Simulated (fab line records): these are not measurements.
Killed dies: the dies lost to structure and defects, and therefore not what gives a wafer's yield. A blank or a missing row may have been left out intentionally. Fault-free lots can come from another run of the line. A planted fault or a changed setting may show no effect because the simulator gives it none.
Which of the tools did it? + flow n5_finfet + 24 lots, 72 wafers sampled, at 6 steps of a route of 1938

== WHAT EACH GAUGE READ, for each wafer ==
N5_SD_ACTIVATION_RS_MEAS_03: measures by four-point-probe.
| lot  | measured    | on            | RS_SD_N (ohm/sq) | RS_SD_P (ohm/sq) |
|------|-------------|---------------|------------------|------------------|
| L074 | day 3 17:06 | film_metro-02 | 22.1 21.7 21.9   | 57.5 56.4 57.6   |
| L075 | day 3 21:19 | film_metro-01 | 21.1 21.4 21.4   | 57.6 58.1 57.6   |
| L076 | day 4 03:29 | film_metro-02 | 21.4 21.8 21.5   | 56.6 56.8 57.1   |
| L077 | day 4 05:38 | film_metro-02 | 22.1 21.6 21.9   | 55.6 55.7 55.9   |
| L078 | day 4 12:31 | film_metro-02 | 22.3 22.2 22.3   | 56.9 56.4 56.8   |
| L079 | day 4 19:20 | film_metro-01 | 21.4 21.5 21.6   | 56.1 55.7 55.6   |
| L080 | day 4 23:18 | film_metro-02 | 22.7 22.4 22.3   | 56.9 56.9 57.1   |
| L081 | day 5 05:19 | film_metro-01 | 22.4 22.2 22.4   | 55.0 54.9 55.6   |
| L082 | day 5 11:14 | film_metro-02 | 22.1 22.2 21.8   | 56.7 56.3 56.0   |
| L083 | day 5 15:08 | film_metro-02 | 22.1 22.1 22.1   | 56.2 56.0 56.1   |
| L084 | day 5 21:41 | film_metro-01 | 22.2 22.1 22.1   | 57.5 56.6 56.3   |
| L085 | day 6 06:09 | film_metro-01 | 22.0 22.1 22.4   | 56.1 56.1 56.3   |
| L086 | day 6 11:41 | film_metro-02 | 21.7 22.0 22.0   | 54.5 54.8 55.3   |
| L087 | day 6 17:05 | film_metro-01 | 21.5 21.9 21.8   | 55.3 55.1 56.0   |
| L088 | day 7 00:05 | film_metro-02 | 21.6 21.5 21.8   | 57.0 56.9 57.5   |
| L089 | day 7 08:08 | film_metro-01 | 21.1 21.7 21.5   | 56.3 56.2 55.9   |
| L090 | day 7 10:26 | film_metro-01 | 21.9 22.1 22.7   | 57.1 56.0 56.0   |
| L091 | day 7 18:09 | film_metro-02 | 21.9 22.1 21.8   | 55.8 56.1 56.2   |
| L092 | day 7 22:50 | film_metro-01 | 22.2 22.3 22.3   | 56.4 57.0 56.1   |
| L093 | day 8 06:11 | film_metro-02 | 21.7 21.6 21.5   | 54.4 55.1 55.3   |
| L094 | day 8 10:31 | film_metro-02 | 22.7 22.0 22.4   | 55.8 56.1 56.7   |
| L095 | day 8 16:08 | film_metro-02 | 21.8 22.2 22.1   | 57.7 56.2 57.5   |
| L096 | day 8 22:55 | film_metro-02 | 22.5 22.3 22.5   | 55.3 54.2 54.5   |
| L097 | day 9 04:08 | film_metro-01 | 21.9 22.3 22.2   | 54.9 55.2 54.9   |

N5_ILD0_THK_MEAS_08.
| lot  | measured    | on            | thk_nm (nm)       |
|------|-------------|---------------|-------------------|
| L074 | day 3 20:34 | film_metro-01 | 138.7 137.2 137.5 |
| L075 | day 4 01:02 | film_metro-01 | 136.5 136.4 137.5 |
| L076 | day 4 06:49 | film_metro-01 | 140.3 139.0 139.6 |
| L077 | day 4 08:59 | film_metro-02 | 139.4 140.2 140.0 |
| L078 | day 4 15:55 | film_metro-02 | 138.9 137.4 138.4 |
| L079 | day 4 22:41 | film_metro-02 | 137.3 137.5 136.8 |
| L080 | day 5 02:59 | film_metro-02 | 137.1 138.4 137.2 |
| L081 | day 5 08:54 | film_metro-01 | 135.9 138.6 136.9 |
| L082 | day 5 14:47 | film_metro-01 | 138.3 137.8 138.1 |
| L083 | day 5 18:29 | film_metro-01 | 137.5 139.4 138.6 |
| L084 | day 6 01:01 | film_metro-02 | 138.8 138.6 139.9 |
| L085 | day 6 09:28 | film_metro-02 | 138.6 138.2 138.4 |
| L086 | day 6 15:13 | film_metro-02 | 138.5 138.3 137.9 |
| L087 | day 6 20:55 | film_metro-02 | 138.8 138.1 137.9 |
| L088 | day 7 03:26 | film_metro-01 | 139.1 138.2 137.5 |
| L089 | day 7 11:29 | film_metro-01 | 139.1 139.7 137.1 |
| L090 | day 7 13:48 | film_metro-01 | 139.3 139.1 139.6 |
| L091 | day 7 21:29 | film_metro-02 | 138.8 141.0 138.6 |
| L092 | day 8 02:22 | film_metro-01 | 138.7 135.8 137.7 |
| L093 | day 8 09:30 | film_metro-02 | 138.0 137.1 137.7 |
| L094 | day 8 14:21 | film_metro-01 | 139.0 138.2 138.2 |
| L095 | day 8 20:08 | film_metro-01 | 137.7 137.2 136.8 |
| L096 | day 9 02:43 | film_metro-02 | 136.9 137.4 138.4 |
| L097 | day 9 08:56 | film_metro-01 | 136.2 137.1 137.5 |

N5_SDB_INSPECT_13: inspects for defects (brightfield).
| lot  | measured    | on                | raw_defect_count |
|------|-------------|-------------------|------------------|
| L074 | day 4 00:31 | defect_inspect-01 | 59 66 42         |
| L075 | day 4 04:49 | defect_inspect-02 | 46 43 42         |
| L076 | day 4 10:51 | defect_inspect-02 | 55 49 66         |
| L077 | day 4 12:46 | defect_inspect-02 | 128 55 65        |
| L078 | day 4 19:34 | defect_inspect-01 | 63 37 62         |
| L079 | day 5 02:34 | defect_inspect-02 | 38 89 66         |
| L080 | day 5 06:50 | defect_inspect-02 | 48 42 58         |
| L081 | day 5 12:41 | defect_inspect-02 | 39 86 48         |
| L082 | day 5 18:34 | defect_inspect-01 | 91 85 67         |
| L083 | day 5 22:08 | defect_inspect-02 | 38 56 30         |
| L084 | day 6 04:40 | defect_inspect-01 | 106 49 28        |
| L085 | day 6 13:15 | defect_inspect-01 | 46 107 56        |
| L086 | day 6 19:08 | defect_inspect-01 | 63 84 32         |
| L087 | day 7 00:41 | defect_inspect-01 | 136 62 58        |
| L088 | day 7 07:13 | defect_inspect-02 | 41 47 80         |
| L089 | day 7 15:18 | defect_inspect-02 | 39 49 53         |
| L090 | day 7 17:27 | defect_inspect-01 | 75 85 147        |
| L091 | day 8 01:17 | defect_inspect-02 | 92 71 93         |
| L092 | day 8 06:26 | defect_inspect-02 | 64 50 41         |
| L093 | day 8 13:23 | defect_inspect-02 | 76 89 61         |
| L094 | day 8 18:37 | defect_inspect-01 | 32 64 77         |
| L095 | day 8 23:56 | defect_inspect-01 | 54 68 52         |
| L096 | day 9 06:31 | defect_inspect-01 | 133 87 92        |
| L097 | day 9 12:49 | defect_inspect-02 | 45 115 57        |

N5_HKMG_FIN_OVL_MEAS_50.
| lot  | measured    | on         | NDIPOLE_OVL (nm) |
|------|-------------|------------|------------------|
| L074 | day 4 06:51 | overlay-02 | 0.4 -0.6 0.2     |
| L075 | day 4 10:52 | overlay-01 | 0.3 0.2 0.3      |
| L076 | day 4 16:21 | overlay-02 | 0.8 1.2 0.8      |
| L077 | day 4 18:41 | overlay-02 | -0.7 -0.4 -1.5   |
| L078 | day 5 01:38 | overlay-01 | 0.7 0.2 1.0      |
| L079 | day 5 08:17 | overlay-02 | 2.2 1.5 1.3      |
| L080 | day 5 12:20 | overlay-01 | 0.5 0.4 0.3      |
| L081 | day 5 18:59 | overlay-02 | -0.8 0.0 1.2     |
| L082 | day 6 00:16 | overlay-02 | -0.3 0.4 0.0     |
| L083 | day 6 04:00 | overlay-02 | 0.9 0.7 0.6      |
| L084 | day 6 10:28 | overlay-01 | -1.2 0.0 -0.6    |
| L085 | day 6 20:03 | overlay-02 | 0.6 0.8 -0.1     |
| L086 | day 7 00:50 | overlay-01 | -0.2 -0.5 -0.6   |
| L087 | day 7 06:11 | overlay-02 | 0.4 1.0 2.0      |
| L088 | day 7 12:43 | overlay-02 | 1.0 0.8 0.9      |
| L089 | day 7 20:44 | overlay-01 | -0.4 -0.4 -0.6   |
| L090 | day 7 23:22 | overlay-01 | 1.2 -0.1 -0.7    |
| L091 | day 8 07:02 | overlay-02 | 0.7 0.4 0.6      |
| L092 | day 8 12:41 | overlay-01 | 0.2 -1.2 0.8     |
| L093 | day 8 19:15 | overlay-01 | 0.8 -0.4 -0.4    |
| L094 | day 9 00:14 | overlay-02 | 0.1 -0.3 -0.9    |
| L095 | day 9 05:43 | overlay-02 | 0.2 -0.4 -0.2    |
| L096 | day 9 12:40 | overlay-01 | 0.3 -0.8 0.6     |
| L097 | day 9 18:30 | overlay-01 | 0.0 0.8 1.2      |

== TOOL THAT RAN EACH LOT (tool first, then ch and the chambers of the sampled wafers, then the start) ==
| lot  | N5_SDB_CUT_ETCH_26              | N5_SDB_ALD_29                    |
|------|---------------------------------|----------------------------------|
| L074 | rie_si-02 ch 0,3, day 4 01:50   | ald_sin-02 ch 0,3, day 4 02:02   |
| L075 | rie_si-05 ch 0,1, day 4 05:28   | ald_sin-02 ch 2,3, day 4 05:39   |
| L076 | rie_si-05 ch 0,1,3, day 4 11:31 | ald_sin-02 ch 0,1,3, day 4 11:44 |
| L077 | rie_si-05 ch 0,2,3, day 4 13:39 | ald_sin-01 ch 1,2,3, day 4 13:50 |
| L078 | rie_si-04 ch 0,1,3, day 4 20:16 | ald_sin-01 ch 1,2, day 4 20:48   |
| L079 | rie_si-05 ch 0,1,3, day 5 03:25 | ald_sin-01 ch 0,1,3, day 5 03:38 |
| L080 | rie_si-02 ch 0,1, day 5 07:29   | ald_sin-01 ch 2,3, day 5 07:40   |
| L081 | rie_si-02 ch 0,3, day 5 14:10   | ald_sin-04 ch 1,2,3, day 5 14:21 |
| L082 | rie_si-04 ch 1,2,3, day 5 19:28 | ald_sin-04 ch 2,3, day 5 19:39   |
| L083 | rie_si-02 ch 2,3, day 5 22:53   | ald_sin-01 ch 0,1,3, day 5 23:14 |
| L084 | rie_si-04 ch 0,3, day 6 05:29   | ald_sin-01 ch 0,1,2, day 6 05:44 |
| L085 | rie_si-02 ch 2,3, day 6 15:02   | ald_sin-02 ch 1,2,3, day 6 15:13 |
| L086 | rie_si-04 ch 0,3, day 6 19:49   | ald_sin-04 ch 1,2, day 6 19:59   |
| L087 | rie_si-05 ch 0,1, day 7 01:22   | ald_sin-02 ch 0,1,3, day 7 01:34 |
| L088 | rie_si-02 ch 1,2,3, day 7 08:01 | ald_sin-04 ch 1,2,3, day 7 08:13 |
| L089 | rie_si-05 ch 1,2,3, day 7 15:56 | ald_sin-01 ch 0,2,3, day 7 16:07 |
| L090 | rie_si-04 ch 1,3, day 7 18:23   | ald_sin-04 ch 1,2,3, day 7 18:34 |
| L091 | rie_si-02 ch 0,2,3, day 8 02:21 | ald_sin-02 ch 0,1, day 8 02:32   |
| L092 | rie_si-02 ch 0,1,3, day 8 07:58 | ald_sin-02 ch 1,2,3, day 8 08:08 |
| L093 | rie_si-05 ch 2,3, day 8 14:16   | ald_sin-02 ch 0,1,2, day 8 14:26 |
| L094 | rie_si-05 ch 0,3, day 8 19:16   | ald_sin-02 ch 0,1,2, day 8 19:29 |
| L095 | rie_si-02 ch 0,2,3, day 9 00:56 | ald_sin-02 ch 1,2,3, day 9 01:07 |
| L096 | rie_si-02 ch 0,2,3, day 9 07:51 | ald_sin-01 ch 0,3, day 9 08:02   |
| L097 | rie_si-05 ch 0,1,2, day 9 13:31 | ald_sin-01 ch 0,1, day 9 13:41   |
- N5_SDB_CUT_ETCH_26: etches Si in HBr/Cl2/O2, target depth 129.6 nm, bt time 20 s, time 51.8 s.
- N5_SDB_ALD_29: deposits SiNx, target thk 30 nm, pulse time 1 s, ald cycles 600.

== AS READ BY THE TOOLS THEMSELVES (means over the sampled wafers that have a number; for cases with no such wafer, the mark the record gives instead) ==
N5_SDB_CUT_ETCH_26.
| lot  | tool      | drypump_motor_current_A (A) | he_backside_leak_sccm (sccm) | oes_product_au (a.u.) | throttle_valve_pct (%) |
|------|-----------|-----------------------------|------------------------------|-----------------------|------------------------|
| L074 | rie_si-02 | 5.7                         | 2.77                         | 0.980                 | 37.02                  |
| L075 | rie_si-05 | 5.9                         | 2.38                         | 1.000                 | 37.00                  |
| L076 | rie_si-05 | 5.9                         | 2.42                         | 0.995                 | 37.00                  |
| L077 | rie_si-05 | 5.5                         | 2.41                         | 1.000                 | 36.87                  |
| L078 | rie_si-04 | 5.8                         | 2.87                         | 1.001                 | 37.39                  |
| L079 | rie_si-05 | 5.9                         | 2.41                         | 0.998                 | 37.00                  |
| L080 | rie_si-02 | 6.3                         | 2.90                         | 0.993                 | 37.07                  |
| L081 | rie_si-02 | 5.8                         | 2.85                         | 0.983                 | 37.03                  |
| L082 | rie_si-04 | 5.7                         | 2.57                         | 1.003                 | 37.32                  |
| L083 | rie_si-02 | 5.7                         | 2.59                         | 0.988                 | 37.20                  |
| L084 | rie_si-04 | 5.8                         | 2.93                         | 0.997                 | 37.34                  |
| L085 | rie_si-02 | 5.7                         | 2.58                         | 0.990                 | 37.20                  |
| L086 | rie_si-04 | 5.9                         | 3.04                         | 0.999                 | 37.43                  |
| L087 | rie_si-05 | 5.9                         | 2.44                         | 0.997                 | 36.99                  |
| L088 | rie_si-02 | 6.0                         | 2.63                         | 1.001                 | 37.34                  |
| L089 | rie_si-05 | 5.8                         | 2.40                         | 1.001                 | 37.00                  |
| L090 | rie_si-04 | 5.7                         | 2.84                         | 0.999                 | 37.31                  |
| L091 | rie_si-02 | 6.0                         | 2.72                         | 0.992                 | 37.11                  |
| L092 | rie_si-02 | 6.1                         | 2.67                         | 0.989                 | 37.17                  |
| L093 | rie_si-05 | 5.5                         | 2.42                         | 1.000                 | 36.87                  |
| L094 | rie_si-05 | 5.6                         | 2.45                         | 0.993                 | 36.86                  |
| L095 | rie_si-02 | 5.9                         | 2.74                         | 0.998                 | 37.10                  |
| L096 | rie_si-02 | 6.0                         | 2.72                         | 0.996                 | 37.11                  |
| L097 | rie_si-05 | 5.8                         | 2.34                         | 1.010                 | 37.01                  |

N5_SDB_ALD_29.
| lot  | tool       | heater_power_w (W) | precursor_pulse_height_rel |
|------|------------|--------------------|----------------------------|
| L074 | ald_sin-02 | 868                | 0.986                      |
| L075 | ald_sin-02 | 827                | 0.979                      |
| L076 | ald_sin-02 | 882                | 0.998                      |
| L077 | ald_sin-01 | 837                | 0.998                      |
| L078 | ald_sin-01 | 823                | 0.970                      |
| L079 | ald_sin-01 | 841                | 1.017                      |
| L080 | ald_sin-01 | 882                | 0.985                      |
| L081 | ald_sin-04 | 885                | 1.009                      |
| L082 | ald_sin-04 | 885                | 1.018                      |
| L083 | ald_sin-01 | 834                | 1.027                      |
| L084 | ald_sin-01 | 823                | 0.997                      |
| L085 | ald_sin-02 | 878                | 0.985                      |
| L086 | ald_sin-04 | 858                | 0.988                      |
| L087 | ald_sin-02 | 876                | 1.001                      |
| L088 | ald_sin-04 | 875                | 0.986                      |
| L089 | ald_sin-01 | 834                | 1.004                      |
| L090 | ald_sin-04 | 868                | 0.983                      |
| L091 | ald_sin-02 | 946                | 0.987                      |
| L092 | ald_sin-02 | 888                | 1.017                      |
| L093 | ald_sin-02 | 941                | 0.988                      |
| L094 | ald_sin-02 | 934                | 0.987                      |
| L095 | ald_sin-02 | 879                | 1.004                      |
| L096 | ald_sin-01 | 860                | 0.994                      |
| L097 | ald_sin-01 | 832                | 0.994                      |

== THE ANSWER, worked out from the rows above alone ==
Rule: usual is defined by the lots themselves. Put in order of their means at a reading, lots are off if they are a third of the lots or fewer, leave a main group of 4 or more, and stand apart from it by a gap of 3 or more times the standard deviation of the main group's means; of several such gaps the widest counts. Not used: any main group whose means are identical at the precision the tables above print for the reading. A lot without any number at a reading at which 4 lots or more have one is off too. Any other lot the step has rows for is counted as sound. First the gauges in route order, then the tools' own readings, where a lot's mean is used as printed above. The first step at which some lot is off is used, and at that step the reading that is off furthest; a lot without a number counts as furthest.
Across all readings shown, no lot is off: no conclusion can be drawn from this.

== WHAT THE SIMULATOR PUT IN ==
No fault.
